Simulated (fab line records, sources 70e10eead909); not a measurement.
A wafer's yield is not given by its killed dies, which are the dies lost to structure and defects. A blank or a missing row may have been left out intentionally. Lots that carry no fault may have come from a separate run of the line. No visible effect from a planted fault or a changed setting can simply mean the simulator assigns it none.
fab line records	flow nand_harc
record: lots: 7	wafers: 21	last_day: 34
route steps=1302 shown A_CHANNEL_HOLE_D1@468 A_CHANNEL_FILL_D1@490 END@1302
lots untouched by any fault: they come from a run of this same line in which no faults occurred
start_h: hours from the record's opening day to when the first of the lot's shown wafers began	wait_h: time in hours since the lot's previous step	" the same as in the row above	L1.1+2: several wafers, shown together as one row	- no value, or no start was given	* or withheld: withheld	< > ~ a bound
route shown NAME@n: names a module that has steps shown in the file, with the first one's number in the route	usual: average and standard deviation across the fault-free wafers	same: alike in all rows	chamber/n: place in a boat	sites: the reading at each site	_std_site: the values' standard deviation	_edge_site: mean of outer sites minus mean of inner sites	radius_mm: how far each site lies from the wafer's centre	mask NAME#n: copy n	behind: the most recent tool/chamber to have shaped the wafer	hold: reason for holding the lot/hours on hold/outcome of the hold	device: whichever transistor did not switch (one of n, p or np)	end of line: at the end of the route, the tests of the same wafers	step lacking rows: just its recipe	killed: not the wafer's yield, but the dies lost to structure and defects at the first sort	map: the dies of a wafer, with x for killed, . for not killed, _ for no die there
set.NAME: setting as actually run; set.NAME@STEP: the setting as run at that earlier step	model.NAME: the simulator's own value behind a step, which no gauge read
lots at selected steps of the route; one table per step, one row per wafer
services: a tool's chamber out of use, with start hour (start_h, from the record's first day; less than 0 if before it), hours out, and reason
== steps ==
step: NHARC_A_CHANNEL_HOLE_D1_ETCH_34
recipe: target_depth_a: 1540	time_s: 77	cf4_flow_sccm: 100	chf3_flow_sccm: 30	ar_flow_sccm: 0	rf_w: 500	bias_w: 200	chemistry: CF4/CHF3
step: NHARC_A_CHANNEL_HOLE_D1_ETCH_16
recipe: target_depth_a: 31000	over_etch_frac: 0.3	time_s: 806	ion_energy_ev: 150	o2_flow_sccm: 400	cos_flow_sccm: 20	ar_flow_sccm: 0	rf_w: 500	bias_w: 300	chemistry: O2/COS
step: NHARC_A_CHANNEL_HOLE_D1_CD_MEAS_18
usual: cd_nm: 99.0/1.7
lot.wafer	tool	chamber	start_h	wait_h	cd_nm
L285.1	cd_sem-01	-	268.25	-	97.6
L285.2	"	-	"	"	97.2
L285.5	"	-	"	"	96.7
L287.1	cd_sem-01	-	290.98	-	99.4
L287.2	"	-	"	"	100.0
L287.4	"	-	"	"	99.7
L288.1	cd_sem-03	-	298.13	-	99.5
L288.3	"	-	"	"	100.6
L288.5	"	-	"	"	101.2
L289.1	cd_sem-01	-	322.97	-	100.0
L289.3	"	-	"	"	98.5
L289.4	"	-	"	"	100.2
L291.1	cd_sem-02	-	324.48	-	100.2
L291.5	"	-	"	"	100.0
L291.6	"	-	"	"	100.3
L298.1	cd_sem-01	-	391.92	-	99.1
L298.3	"	-	"	"	95.9
L298.5	"	-	"	"	97.8
L299.1	cd_sem-03	-	415.84	-	102.5
L299.3	"	-	"	"	99.8
L299.5	"	-	"	"	99.2
step: NHARC_A_CHANNEL_HOLE_D1_ETCH_19
recipe: bias_v: 1200	source_w: 2500	pressure_mtorr: 15	time_s: 34.5	ar_flow_sccm: 375	c4f8_flow_sccm: 28.8	o2_flow_sccm: 96.2	temp_c: -20	target_depth_a: *	chemistry: C4F8/O2/Ar
step: NHARC_A_CHANNEL_HOLE_D1_ETCH_20
recipe: bias_v: 3000	source_w: withheld	pressure_mtorr: 20	time_s: 361.9	ar_flow_sccm: 375	c4f8_flow_sccm: 89.3	o2_flow_sccm: 35.7	temp_c: -20	target_depth_a: 16000	chemistry: C4F8/O2/Ar
step: NHARC_A_CHANNEL_HOLE_D1_ETCH_21
recipe: bias_v: 3000	source_w: withheld	pressure_mtorr: 20	time_s: 514.3	ar_flow_sccm: 375	c4f8_flow_sccm: 89.3	o2_flow_sccm: 35.7	temp_c: -20	target_depth_a: 16000	chemistry: C4F8/O2/Ar
usual: chamber_pressure_mTorr: 20.000/0.017	drypump_motor_current_A: 6.08/0.29	showerhead_plenum_p_Torr: 3.63/0.15	throttle_valve_pct: 32.156/0.0081
same: time_s: 514.3
lot.wafer	tool	chamber	start_h	wait_h	chamber_pressure_mTorr	drypump_motor_current_A	rf_hours_counter_h	showerhead_plenum_p_Torr	throttle_valve_pct
L285.1	har_etch-02	1	272.28	0.3	19.980	5.73	333	3.50	32.155
L285.2	"	0	"	"	19.982	6.56	333	3.92	32.146
L285.5	"	0	"	"	20.019	6.56	-	3.92	32.151
L287.2	har_etch-02	0	291.85	0.3	19.979	6.55	348	3.92	32.162
L287.1	"	1	"	"	19.999	5.70	348	3.49	32.163
L287.4	"	0	"	"	19.983	6.53	-	3.92	32.160
L288.1	har_etch-01	1	298.70	0.3	20.004	5.88	160	3.69	32.150
L288.3	"	1	"	"	20.004	5.88	-	3.69	32.140
L288.5	"	1	"	"	20.011	5.91	-	3.69	32.153
L289.1	har_etch-01	0	323.47	0.3	20.004	6.18	168	3.54	32.151
L289.4	"	0	"	"	20.028	6.19	-	3.54	32.162
L289.3	"	1	"	"	19.991	5.90	-	3.68	32.152
L291.1	har_etch-01	1	327.72	0.3	19.995	5.86	172	3.68	32.164
L291.6	"	0	"	"	19.975	6.19	-	3.54	32.155
L291.5	"	1	"	"	19.964	5.85	-	3.68	32.153
L298.1	har_etch-01	0	397.54	0.3	20.006	6.19	218	3.51	32.143
L298.3	"	0	"	"	20.030	6.19	-	3.51	32.152
L298.5	"	1	"	"	19.987	5.92	-	3.66	32.160
L299.1	har_etch-02	1	416.34	0.3	20.026	5.73	15	3.92	32.163
L299.3	"	1	"	"	19.985	5.71	-	3.92	32.160
L299.5	"	1	"	"	19.992	5.72	-	3.92	32.155
step: NHARC_A_CHANNEL_HOLE_D1_ETCH_22
recipe: bias_v: 3000	source_w: withheld	pressure_mtorr: 20	time_s: 666.7	ar_flow_sccm: 375	c4f8_flow_sccm: 89.3	o2_flow_sccm: 35.7	temp_c: -20	target_depth_a: 16000	chemistry: C4F8/O2/Ar
usual: chamber_pressure_mTorr: 20.000/0.019	drypump_motor_current_A: 6.08/0.29	showerhead_plenum_p_Torr: 3.63/0.15	throttle_valve_pct: 32.156/0.0083
same: time_s: 666.7
lot.wafer	tool	chamber	start_h	wait_h	chamber_pressure_mTorr	drypump_motor_current_A	rf_hours_counter_h	showerhead_plenum_p_Torr	throttle_valve_pct
L285.1	har_etch-02	1	272.72	0.4	19.993	5.73	334	3.50	32.147
L285.2	"	0	"	"	19.985	6.54	334	3.92	32.162
L285.5	"	0	"	"	19.976	6.56	-	3.92	32.156
L287.2	har_etch-02	0	292.29	0.4	20.009	6.56	349	3.92	32.155
L287.1	"	1	"	"	20.008	5.72	349	3.49	32.141
L287.4	"	0	"	"	20.007	6.57	-	3.92	32.151
L288.1	har_etch-01	1	299.16	0.4	20.022	5.90	161	3.69	32.152
L288.3	"	1	"	"	19.983	5.87	-	3.69	32.167
L288.5	"	1	"	"	19.989	5.89	-	3.69	32.173
L289.1	har_etch-01	0	323.91	0.4	19.991	6.16	169	3.54	32.162
L289.4	"	0	"	"	19.980	6.16	-	3.54	32.170
L289.3	"	1	"	"	19.999	5.90	-	3.68	32.152
L291.1	har_etch-01	1	328.18	0.4	19.975	5.87	172	3.68	32.159
L291.6	"	0	"	"	20.017	6.13	-	3.54	32.159
L291.5	"	1	"	"	20.009	5.86	-	3.68	32.166
L298.1	har_etch-01	0	397.98	0.4	19.994	6.19	219	3.51	32.152
L298.3	"	0	"	"	19.987	6.21	-	3.51	32.148
L298.5	"	1	"	"	19.956	5.85	-	3.66	32.158
L299.1	har_etch-02	1	416.78	0.4	20.008	5.73	16	3.92	32.152
L299.3	"	1	"	"	20.006	5.74	-	3.92	32.152
L299.5	"	1	"	"	20.015	5.75	-	3.92	32.148
step: NHARC_A_CHANNEL_HOLE_D1_ETCH_23
recipe: bias_v: 5000	source_w: withheld	pressure_mtorr: 20	time_s: 819	ar_flow_sccm: 375	c4f8_flow_sccm: 89.3	o2_flow_sccm: 35.7	temp_c: -20	target_depth_a: 16000	chemistry: C4F8/O2/Ar
step: NHARC_A_CHANNEL_HOLE_D1_ETCH_24
recipe: bias_v: 5000	source_w: withheld	pressure_mtorr: 20	time_s: 906.2	ar_flow_sccm: 375	c4f8_flow_sccm: 93.8	o2_flow_sccm: 31.2	temp_c: -20	target_depth_a: 15000	chemistry: C4F8/O2/Ar
step: NHARC_A_CHANNEL_HOLE_D1_ETCH_25
recipe: bias_v: 5000	source_w: withheld	pressure_mtorr: 20	time_s: 1040.2	ar_flow_sccm: 375	c4f8_flow_sccm: 93.8	o2_flow_sccm: 31.2	temp_c: -20	target_depth_a: 15000	chemistry: C4F8/O2/Ar
step: NHARC_A_CHANNEL_HOLE_D1_ETCH_26
recipe: bias_v: 300	source_w: 2000	pressure_mtorr: 30	time_s: 224.1	ar_flow_sccm: 375	c4f8_flow_sccm: 11.4	o2_flow_sccm: 113.6	temp_c: -20	target_depth_a: 3000	chemistry: C4F8/O2/Ar
usual: chamber_pressure_mTorr: 29.999/0.026	drypump_motor_current_A: 6.08/0.29	showerhead_plenum_p_Torr: 3.67/0.16	throttle_valve_pct: 24.585/0.0096
same: time_s: 224.1
lot.wafer	tool	chamber	start_h	wait_h	chamber_pressure_mTorr	drypump_motor_current_A	rf_hours_counter_h	showerhead_plenum_p_Torr	throttle_valve_pct
L285.1	har_etch-02	1	275.65	0.7	30.010	5.71	336	3.54	24.588
L285.2	"	0	"	"	30.027	6.56	336	3.98	24.574
L285.5	"	0	"	"	30.008	6.53	-	3.98	24.592
L287.2	har_etch-02	0	295.18	0.7	30.021	6.54	352	3.97	24.589
L287.1	"	1	"	"	29.956	5.74	352	3.53	24.577
L287.4	"	0	"	"	29.997	6.55	-	3.97	24.586
L288.1	har_etch-01	1	302.02	0.6	29.987	5.93	164	3.73	24.579
L288.3	"	1	"	"	30.002	5.91	-	3.73	24.576
L288.5	"	1	"	"	29.982	5.90	-	3.73	24.582
L289.1	har_etch-01	0	326.84	0.7	30.032	6.17	171	3.58	24.590
L289.4	"	0	"	"	29.987	6.16	-	3.58	24.588
L289.3	"	1	"	"	30.005	5.98	-	3.73	24.581
L291.1	har_etch-01	1	331.05	0.6	30.015	5.88	175	3.73	24.593
L291.6	"	0	"	"	30.047	6.16	-	3.57	24.581
L291.5	"	1	"	"	30.001	5.90	-	3.73	24.579
L298.1	har_etch-01	0	400.87	0.7	30.031	6.11	222	3.55	24.590
L298.3	"	0	"	"	29.976	6.18	-	3.55	24.585
L298.5	"	1	"	"	29.998	5.91	-	3.70	24.602
L299.1	har_etch-02	1	419.71	0.7	29.960	5.72	18	3.98	24.581
L299.3	"	1	"	"	30.002	5.70	-	3.98	24.595
L299.5	"	1	"	"	29.999	5.72	-	3.98	24.591
step: NHARC_A_CHANNEL_HOLE_D1_ETCH_33
recipe: bias_v: 400	source_w: 2000	pressure_mtorr: 25	time_s: 90	ar_flow_sccm: 375	c4f8_flow_sccm: 41.7	o2_flow_sccm: 83.3	temp_c: -20	target_depth_a: 4000	chemistry: C4F8/O2/Ar
usual: chamber_pressure_mTorr: 25.003/0.025	drypump_motor_current_A: 6.07/0.29	rf_fwd_power_W: 1987/7.3	showerhead_plenum_p_Torr: 3.67/0.16	throttle_valve_pct: 27.619/0.0095
same: time_s: 90
lot.wafer	tool	chamber	start_h	wait_h	chamber_pressure_mTorr	drypump_motor_current_A	rf_fwd_power_W	rf_hours_counter_h	showerhead_plenum_p_Torr	throttle_valve_pct
L285.1	har_etch-02	1	275.85	0.2	25.050	5.71	1993	337	3.53	27.619
L285.2	"	0	"	"	25.009	6.56	1985	337	3.97	27.632
L285.5	"	0	"	"	25.010	6.55	1988	-	3.97	27.622
L287.2	har_etch-02	0	295.38	0.2	24.972	6.56	1976	352	3.96	27.626
L287.1	"	1	"	"	24.976	5.72	1997	352	3.53	27.606
L287.4	"	0	"	"	25.009	6.55	1986	-	3.96	27.618
L288.1	har_etch-01	1	302.22	0.2	24.970	5.90	1989	164	3.73	27.627
L288.3	"	1	"	"	25.035	5.89	1980	-	3.73	27.634
L288.5	"	1	"	"	24.998	5.85	1985	-	3.73	27.608
L289.1	har_etch-01	0	327.04	0.2	25.043	6.15	1991	172	3.57	27.630
L289.4	"	0	"	"	25.020	6.14	1980	-	3.57	27.608
L289.3	"	1	"	"	25.012	5.95	1991	-	3.72	27.619
L291.1	har_etch-01	1	331.25	0.2	25.008	5.87	1994	175	3.72	27.618
L291.6	"	0	"	"	24.979	6.18	1986	-	3.57	27.617
L291.5	"	1	"	"	24.980	5.89	1989	-	3.72	27.610
L298.1	har_etch-01	0	401.07	0.2	25.016	6.16	1986	222	3.55	27.617
L298.3	"	0	"	"	24.961	6.21	1987	-	3.55	27.609
L298.5	"	1	"	"	24.952	5.88	1968	-	3.69	27.625
L299.1	har_etch-02	1	419.91	0.2	25.013	5.74	1991	19	3.97	27.607
L299.3	"	1	"	"	24.994	5.73	1985	-	3.97	27.603
L299.5	"	1	"	"	25.013	5.75	1990	-	3.97	27.608
step: NHARC_A_CHANNEL_HOLE_D1_STRIP_41
recipe: n2_flow_sccm: 150	h2_flow_sccm: 150	ar_flow_sccm: 0	bias_w: 0	chemistry: N2/H2
lot.wafer	tool	chamber	start_h	wait_h
L285.1+2+5	rie_diel-05	1,3,0	276.38	0.5
L287.2+4+1	rie_diel-01	0,1,2	295.92	0.5
L288.3+1+5	rie_diel-01	0,2,3	302.72	0.4
L289.3+1+4	rie_diel-01	1,2,0	327.56	0.4
L291.1+6+5	rie_diel-01	0,1,2	331.78	0.5
L298.1+3+5	rie_diel-01	2,3,0	401.63	0.5
L299.3+1+5	rie_diel-01	3,2,0	420.43	0.4
step: NHARC_A_CHANNEL_HOLE_D1_STRIP_42
recipe: cf4_flow_sccm: 100	chf3_flow_sccm: 30	ar_flow_sccm: 0	bias_w: 0	chemistry: CF4/CHF3
step: NHARC_A_CHANNEL_HOLE_D1_STRIP_43
recipe: o2_flow_sccm: 400	cos_flow_sccm: 20	ar_flow_sccm: 0	bias_w: 0	chemistry: O2/COS
step: NHARC_A_CHANNEL_HOLE_D1_ETCH_44
recipe: target_depth_a: 1400	overetch_a: 140	time_s: 77	ion_energy_ev: 100	cf4_flow_sccm: 80	o2_flow_sccm: 20	ar_flow_sccm: 0	rf_w: 300	bias_w: 100	chemistry: CF4/O2
step: NHARC_A_CHANNEL_HOLE_D1_STRIP_27
recipe: o2_flow_sccm: 500	ar_flow_sccm: 0	bias_w: 0	chemistry: O2
step: NHARC_A_CHANNEL_HOLE_D1_PRECLEAN_28
recipe: time_s: *	temp_c: 50	bath_age_min: 0	chemistry: SC1
step: NHARC_A_CHANNEL_HOLE_D1_SRD_29
step: NHARC_A_CHANNEL_HOLE_D1_CD_MEAS_30
usual: cd_nm: 89.7/1
lot.wafer	tool	chamber	start_h	wait_h	cd_nm
L285.1	cd_sem-02	-	277.48	-	88.5
L285.2	"	-	"	"	89.7
L285.5	"	-	"	"	88.8
L287.1	cd_sem-03	-	296.96	0.1	89.8
L287.2	"	-	"	"	91.3
L287.4	"	-	"	"	89.5
L288.1	cd_sem-02	-	303.73	-	89.0
L288.3	"	-	"	"	87.6
L288.5	"	-	"	"	90.0
L289.1	cd_sem-02	-	328.58	-	89.7
L289.3	"	-	"	"	88.7
L289.4	"	-	"	"	90.3
L291.1	cd_sem-02	-	332.76	-	90.7
L291.5	"	-	"	"	90.6
L291.6	"	-	"	"	90.7
L298.1	cd_sem-03	-	402.67	0.1	89.5
L298.3	"	-	"	"	90.1
L298.5	"	-	"	"	88.9
L299.1	cd_sem-03	-	421.45	-	89.2
L299.3	"	-	"	"	87.7
L299.5	"	-	"	"	88.5
step: NHARC_A_CHANNEL_HOLE_D1_XSEM_31
recipe: landing_energy_ev: 35000
usual: bot_cd_nm: 74.3/1.2	bow_nm: 8.73/0.21	tilt_deg: 0.07/0.047
lot.wafer	tool	chamber	start_h	wait_h	bot_cd_nm	bow_nm	tilt_deg
L285.1	xsem-01	0	277.56	0.1	72.7	8.54	0.08
L285.2	"	0	"	"	74.2	8.52	0.08
L285.5	"	0	"	"	73.2	8.58	0.08
L287.1	xsem-02	0	297.05	0.1	74.4	8.58	0.15
L287.2	"	0	"	"	74.7	8.69	0.15
L287.4	"	0	"	"	74.0	8.65	0.15
L288.1	xsem-01	0	303.81	0.1	72.8	8.55	0.05
L288.3	"	0	"	"	71.0	8.59	0.05
L288.5	"	0	"	"	73.9	8.56	0.05
L289.1	xsem-01	0	328.67	0.1	74.6	8.50	0.05
L289.3	"	0	"	"	74.4	8.54	0.05
L289.4	"	0	"	"	75.1	8.56	0.05
L291.1	xsem-01	0	332.85	0.1	74.9	8.68	-0.03
L291.5	"	0	"	"	75.9	8.67	-0.03
L291.6	"	0	"	"	75.5	8.64	-0.03
L298.1	xsem-02	0	402.76	0.1	73.8	8.56	0.11
L298.3	"	0	"	"	74.1	8.56	0.11
L298.5	"	0	"	"	74.0	8.61	0.11
L299.1	xsem-02	0	421.54	0.1	73.7	8.91	0.08
L299.3	"	0	"	"	72.6	8.95	0.08
L299.5	"	0	"	"	73.5	8.98	0.08
step: NHARC_A_CHANNEL_HOLE_D1_INSPECT_40
usual: raw_defect_count: 72/29
lot.wafer	tool	chamber	start_h	wait_h	raw_defect_count
L285.1	defect_inspect-02	-	277.66	-	128
L285.2	"	-	"	"	78
L285.5	"	-	"	"	107
L287.1	defect_inspect-01	-	297.15	-	103
L287.2	"	-	"	"	123
L287.4	"	-	"	"	94
L288.1	defect_inspect-01	-	303.92	-	1325
L288.3	"	-	"	"	1328
L288.5	"	-	"	"	1268
L289.1	defect_inspect-01	-	328.76	-	1284
L289.3	"	-	"	"	1276
L289.4	"	-	"	"	1263
L291.1	defect_inspect-02	-	332.95	-	1306
L291.5	"	-	"	"	1209
L291.6	"	-	"	"	1283
L298.1	defect_inspect-01	-	402.86	-	68
L298.3	"	-	"	"	60
L298.5	"	-	"	"	66
L299.1	defect_inspect-02	-	421.64	-	58
L299.3	"	-	"	"	41
L299.5	"	-	"	"	58
step: NHARC_A_CHANNEL_FILL_D1_PRECLEAN_00
recipe: time_s: *	temp_c: 50	bath_age_min: 0	chemistry: SC1
step: NHARC_END_SORT_01
recipe: temp_c: 25
usual: killed_at_array: 56/21	killed_at_other: 1.2/1.6	killed_at_periphery: 3.7/2.5	killed_dies: 61/21	killed_open: 3.1/1.8	killed_short: 2.8/1.7
same: gross_dies: 677
lot.wafer	tool	chamber	start_h	wait_h	killed_at_array	killed_at_other	killed_at_periphery	killed_dies	killed_open	killed_short
L285.1	prober-01	0	652.58	2.5	70	5	3	78	4	2
L285.2	prober-01	0	653.39	2.8	73	5	6	84	6	1
L285.5	prober-01	0	655.80	3.7	90	2	4	96	3	5
L289.1	prober-02	0	690.40	2.5	117	1	1	119	1	3
L289.3	prober-02	0	691.96	3.1	116	0	1	117	2	4
L289.4	prober-02	0	692.75	3.4	111	0	0	111	2	5
L288.1	prober-01	0	690.44	2.5	142	0	8	150	3	1
L288.3	prober-01	0	692.05	3.1	130	0	5	135	1	5
L288.5	prober-01	0	693.67	3.7	135	1	1	137	1	4
L291.1	prober-01	0	698.30	2.5	154	0	5	159	1	3
L291.5	prober-01	0	701.52	3.7	172	1	4	177	2	1
L291.6	prober-01	0	702.32	4.0	157	0	7	164	0	7
killed by level:class
L285.1 A_CHANNEL_HOLE_D1:chamber_film_flake=26 A_CHANNEL_HOLE_D2:chamber_film_flake=16 A_SLIT:chamber_film_flake=11 THIN_TSV:chamber_film_flake=5 A_CONTACT:chamber_film_flake=3 A_ONON_D1:geometric_particle:short=2 A_ONON_D1:geometric_particle:open=2 A_CHANNEL_FILL_D1:chamber_film_flake=2
L285.2 A_CHANNEL_HOLE_D1:chamber_film_flake=31 A_SLIT:chamber_film_flake=18 A_CHANNEL_HOLE_D2:chamber_film_flake=14 THIN_TSV:chamber_film_flake=5 A_M1:chamber_film_flake=3 P_STI:chamber_film_flake=2 P_M1:geometric_particle:open=1 A_ONON_D1:geometric_particle:open=1
L285.5 A_CHANNEL_HOLE_D1:chamber_film_flake=40 A_SLIT:chamber_film_flake=25 A_CHANNEL_HOLE_D2:chamber_film_flake=12 A_CONTACT:chamber_film_flake=4 P_GATE:chamber_film_flake=2 THIN_TSV:chamber_film_flake=2 P_STI:geometric_particle:short=1 A_CHANNEL_HOLE_D1:geometric_particle:short=1
L289.1 A_CHANNEL_HOLE_D1:unspecified=96 A_CHANNEL_HOLE_D1:chamber_film_flake=10 A_SLIT:chamber_film_flake=5 A_WL_FILL:chamber_film_flake=2 P_CONTACT:geometric_particle:short=1 A_CHANNEL_FILL_D2:geometric_particle:open=1 A_SLIT:geometric_particle:short=1 A_CONTACT:geometric_particle:short=1
L288.1 A_CHANNEL_HOLE_D1:unspecified=102 A_CHANNEL_HOLE_D2:chamber_film_flake=16 A_CHANNEL_HOLE_D1:chamber_film_flake=7 P_BONDPAD:chamber_film_flake=5 A_BLC:chamber_film_flake=5 A_CONTACT:chamber_film_flake=4 A_SLIT:chamber_film_flake=2 P_CONTACT:geometric_particle:open=1
L289.3 A_CHANNEL_HOLE_D1:unspecified=99 A_CHANNEL_HOLE_D1:chamber_film_flake=7 A_SLIT:chamber_film_flake=3 A_ONON_D2:geometric_particle:open=2 P_STI:geometric_particle:short=1 A_CHANNEL_FILL_D1:geometric_particle:short=1 A_DECK1_JOINT:geometric_particle:short=1 A_ONON_D2:geometric_particle:short=1
L288.3 A_CHANNEL_HOLE_D1:unspecified=90 A_CHANNEL_HOLE_D2:chamber_film_flake=15 A_CONTACT:chamber_film_flake=5 A_CHANNEL_HOLE_D1:chamber_film_flake=4 A_BLC:chamber_film_flake=4 P_BONDPAD:chamber_film_flake=3 A_CHANNEL_FILL_D2:chamber_film_flake=3 A_ONON_D1:geometric_particle:short=2
L289.4 A_CHANNEL_HOLE_D1:unspecified=91 A_CHANNEL_HOLE_D1:chamber_film_flake=5 A_CONTACT:chamber_film_flake=4 A_M0:geometric_particle:short=2 A_WL_FILL:chamber_film_flake=2 A_CHANNEL_FILL_D1:geometric_particle:short=1 A_CHANNEL_FILL_D1:geometric_particle:open=1 A_CHANNEL_FILL_D2:geometric_particle:short=1
L288.5 A_CHANNEL_HOLE_D1:unspecified=100 A_CHANNEL_HOLE_D2:chamber_film_flake=24 A_CHANNEL_HOLE_D1:chamber_film_flake=2 A_SLIT:chamber_film_flake=2 A_BLC:chamber_film_flake=2 P_M0:geometric_particle:short=1 A_CHANNEL_FILL_D1:geometric_particle:short=1 A_CHANNEL_FILL_D2:geometric_particle:short=1
L291.1 A_CHANNEL_HOLE_D1:unspecified=97 A_SLIT:chamber_film_flake=31 A_CHANNEL_HOLE_D2:chamber_film_flake=12 A_CHANNEL_HOLE_D1:chamber_film_flake=5 A_CONTACT:chamber_film_flake=3 A_CHANNEL_FILL_D2:chamber_film_flake=2 P_M1:geometric_particle:open=1 A_CHANNEL_FILL_D1:geometric_particle:short=1
L291.5 A_CHANNEL_HOLE_D1:unspecified=107 A_SLIT:chamber_film_flake=30 A_CHANNEL_HOLE_D2:chamber_film_flake=24 A_CHANNEL_HOLE_D1:chamber_film_flake=6 P_CONTACT:chamber_film_flake=3 A_CHANNEL_FILL_D1:chamber_film_flake=2 A_ONON_D1:geometric_particle:open=1 A_WL_FILL:geometric_particle:open=1
L291.6 A_CHANNEL_HOLE_D1:unspecified=94 A_SLIT:chamber_film_flake=29 A_CHANNEL_HOLE_D2:chamber_film_flake=16 A_CHANNEL_HOLE_D1:chamber_film_flake=5 A_STAIRCASE:chamber_film_flake=4 P_M2:chamber_film_flake=3 A_CHANNEL_FILL_D1:geometric_particle:short=2 A_CONTACT:chamber_film_flake=2
map L288.1 (x killed, . not)
____________.____________
_________....x.._________
_______.......x..._______
______..........x..______
_____......xx.....x._____
____.................____
____........x..x.....____
___..........x........___
___............x......___
__...........x.........__
__.......x.............__
_..........x.x.........._
_........xxxxxx........._
_......xxxxxxxx........x_
_......xxxxxxxxx......x._
_......xxxxxxxxx.......x_
.......xxxxxxxxxx.......x
.......xxxxxxxxxx....x.xx
.......xxxxxxxxx.....x...
......x.xxxxxxxx......x..
........xxxxxxxx.........
_......xxxxxxxx.x......._
_.......xxxxxxx........._
_.......xxxxxx.........._
_.........x............._
_.....x................._
__.....xx.......x......__
__....xx............x..__
___..xxx............x.___
___.xx..x.............___
____xx..x............____
____..x.x.....xx.....____
_____..............._____
______x............______
_______..........x_______
_________x..x..._________
____________x____________
map L289.1 (x killed, . not)
____________.____________
_________..x...._________
_______..........._______
______.........x...______
_____..............._____
____.................____
____.................____
___..............x....___
___..........x........___
__...........x.x.......__
__........xx...........__
_..........xx.x.......x._
_.........xxxx.........._
_.......xxxxxx.........._
_.......xxxxxxx........._
_......xxxxxxxxx........_
......xxxxxxxxxxx........
.......xxxxxxxxx.........
......xxxxxxxxxx.........
......xxxxxxxxxx.........
........xxxxxxxx..x......
_......xxxxxxxxx........_
_.......xxxxxx.........._
_.........xxx.x........._
_....x....x............._
_..............x........_
__.....................__
__....x................__
___...................___
___...xxx.............___
____.xx..............____
____.................____
_____.x..x...x......_____
______.x...........______
_______..........._______
_________......._________
____________.____________
== services ==
tool	chamber	start_h	hours	kind
rie_diel-01	0	262.03	-	clean
rie_diel-01	1	262.03	-	clean
rie_diel-01	2	262.03	-	clean
rie_diel-01	3	262.03	-	clean
rie_diel-01	0	286.53	-	clean
rie_diel-01	1	286.53	-	clean
rie_diel-01	2	286.53	-	clean
rie_diel-01	3	286.53	-	clean
rie_diel-05	0	307.80	3.0	repair
rie_diel-01	0	311.03	-	clean
xsem-01	-	328.82	0.9	repair
rie_diel-01	0	340.62	2.5	repair
xsem-01	-	374.00	14.0	pm
har_etch-02	-	377.00	17.0	pm
har_etch-02	0	377.00	17.0	vent_cycle
har_etch-02	1	377.00	17.0	vent_cycle
rie_diel-01	-	381.03	9.0	pm
har_etch-02	0	394.00	-	clean
har_etch-02	0	394.00	-	consumable_replace:esc
har_etch-02	0	394.00	-	consumable_replace:focus_ring
har_etch-02	1	394.00	-	clean
har_etch-02	1	394.00	-	consumable_replace:showerhead
rie_diel-05	3	399.97	5.3	repair
rie_diel-05	-	407.97	9.0	pm
== key ==
first_sign: step: NHARC_A_CHANNEL_HOLE_D1_INSPECT_40	reading: raw_defect_count	direction: up	sigmas: 42	usual: 72	struck: 1282
effect: step: NHARC_END_SORT_01	reading: killed_at_array	direction: up	sigmas: 3.8	usual: 56	struck: 137
more_kills_born_at: NHARC_A_CHANNEL_HOLE_D1_STRIP_41@rie_diel-01: 875
met_at NHARC_A_CHANNEL_HOLE_D1_STRIP_41
struck_wafers L288.1,L288.3,L288.5,L289.1,L289.3,L289.4,L291.1,L291.5,L291.6
tester_left_out L288,L289,L291
onset_between 295.92 302.72
also_fits NHARC_A_CHANNEL_HOLE_D1_XSEM_31:xsem-01
fault: kind: chamber_particle_source	tool: rie_diel-01	chamber: -	onset_h: 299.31	steps: NHARC_A_CHANNEL_HOLE_D1_STRIP_41	rate_per_visit_cm2: 1.9385	end_h: 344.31
tester_left_out: of these lots the tester's yield and bins aren't shown, on N5 and GAA mostly nor the transistor test; their killed dies are dies lost to structure and defects alone, not to doping, threshold or leakage, so they don't give the yield
